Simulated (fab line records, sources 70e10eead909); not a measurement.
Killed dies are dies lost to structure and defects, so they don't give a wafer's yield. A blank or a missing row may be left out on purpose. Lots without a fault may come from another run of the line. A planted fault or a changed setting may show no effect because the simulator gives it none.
A struck lot beside a sound one | flow nand_harc | 14 steps out of a route of 1159
Sound: wafers L597.2, L597.3, L597.5. Struck: wafers L599.3, L599.4, L599.6. The cause comes at the end.
At each step with rows: each side's tool, then ch and its chambers, then its first start. Under that, the readings that differ: sound wafers | struck wafers | difference of the means | sigmas: that difference in standard deviations of wafers without a fault.
alike: readings whose means differ by less than 2 such deviations, and words and numbers that are the same on both sides. not compared: withheld readings, readings that some wafer has no value for, bounds like >300 that may hide the same value, and numbers for which the record gives no deviation and whose values overlap.
The two part at a step that has a row with sigmas, a row that says differs or no value, or rows on one side only. Numbers that don't overlap but have no deviation are shown without sigmas and don't part them. A reading that every wafer of one side lacks parts them only if that side has two wafers or more.

NHARC_A_WL_FILL_STRIP_27: strips in N2/H2, time 20 s.
  sound on plasma_asher-01 ch 0,1, day 16 05:59; struck on plasma_asher-01 ch 0,1, day 16 23:05
  reading             | sound          | struck | difference                    | sigmas
  rf_refl_power_W (W) | 15.8 15.9 16.2 | - - -  | no value on the struck wafers |
  alike: drypump_motor_current_A, heater_power_w
  not compared: rf_hours_counter_h
then, 4 steps without rows for these wafers: NHARC_A_WL_FILL_STRIP_28 (strips in post etch residue remover, time 1200 s); NHARC_A_WL_FILL_PRECLEAN_06 (cleans in DIW, time 300 s); NHARC_A_WL_FILL_SRD_07; NHARC_A_WL_FILL_ANNEAL_08 (time 1800 s).
NHARC_A_WL_FILL_ALD_10: deposits SiO2, target thk 50 nm, pulse time 10 s, ald cycles 500.
  sound on ald_hk-02 ch 2,3, day 16 13:10; struck on ald_hk-02 ch 0,3, day 17 04:32
  reading                    | sound             | struck            | difference | sigmas
  precursor_pulse_height_rel | 0.985 0.982 0.940 | 1.018 1.021 1.018 | +0.050     | +2
  alike: heater_power_w
then, 1 step without rows for these wafers: NHARC_A_WL_FILL_ETCHBACK_16 (etches the open film in C4F8/O2/Ar, target depth 88 nm, time 17.6 s).
NHARC_A_WL_FILL_STRIP_29: strips in O2, time 20 s.
  sound on rie_diel-10 ch 0,2,3, day 16 17:54; struck on rie_diel-11 ch 0,1, day 17 09:17
  alike: drypump_motor_current_A, oes_product_au, rf_vpp_V, showerhead_plenum_p_Torr, throttle_valve_pct
  not compared: rf_hours_counter_h
NHARC_A_WL_FILL_ETCHBACK_17: etches the open film in Cl2/BCl3, target depth 4 nm, time 26.7 s.
  sound on rie_metal-02 ch 1, day 16 18:00; struck on rie_metal-03 ch 0,1, day 17 09:25
  alike: drypump_motor_current_A, oes_product_au
  not compared: rf_hours_counter_h
then, 2 steps without rows for these wafers: NHARC_A_WL_FILL_PRECLEAN_18 (cleans in dHF, time 30 s); NHARC_A_WL_FILL_SRD_21.
NHARC_A_WL_FILL_CVD_23: deposits poly-Si, target thk 40 nm, time 800 s.
  sound on lpcvd_poly-02 ch 0, day 16 20:26; struck on lpcvd_poly-04 ch 0, day 18 18:11
NHARC_A_WL_FILL_ETCHBACK_26: etches the open film in HBr, target depth 52 nm, time 13.3 s.
  sound on rie_si-03 ch 1,2,3, day 16 23:00; struck on rie_si-03 ch 0,2,3, day 18 20:45
  alike: drypump_motor_current_A, oes_product_au, throttle_valve_pct
  not compared: rf_hours_counter_h
-- the record jumps here: 4 days lie between the struck wafers' starts before and after (it left off in module A_WL_FILL and takes up again in module END, whose first step shown is number 1159 of the route) --
NHARC_END_SORT_01:
  sound on prober-02 ch 0, day 20 07:55; struck on prober-02 ch 0, day 22 09:20
  reading     | sound  | struck | difference | sigmas
  killed_open | 5 12 2 | 1 2 4  | -4         | -2
  alike: killed_at_array, killed_at_other, killed_at_periphery, killed_dies, killed_short

WHERE THEY PART
First at NHARC_A_WL_FILL_STRIP_27; last, within this record, at NHARC_END_SORT_01.

WHY: what the simulator had put in
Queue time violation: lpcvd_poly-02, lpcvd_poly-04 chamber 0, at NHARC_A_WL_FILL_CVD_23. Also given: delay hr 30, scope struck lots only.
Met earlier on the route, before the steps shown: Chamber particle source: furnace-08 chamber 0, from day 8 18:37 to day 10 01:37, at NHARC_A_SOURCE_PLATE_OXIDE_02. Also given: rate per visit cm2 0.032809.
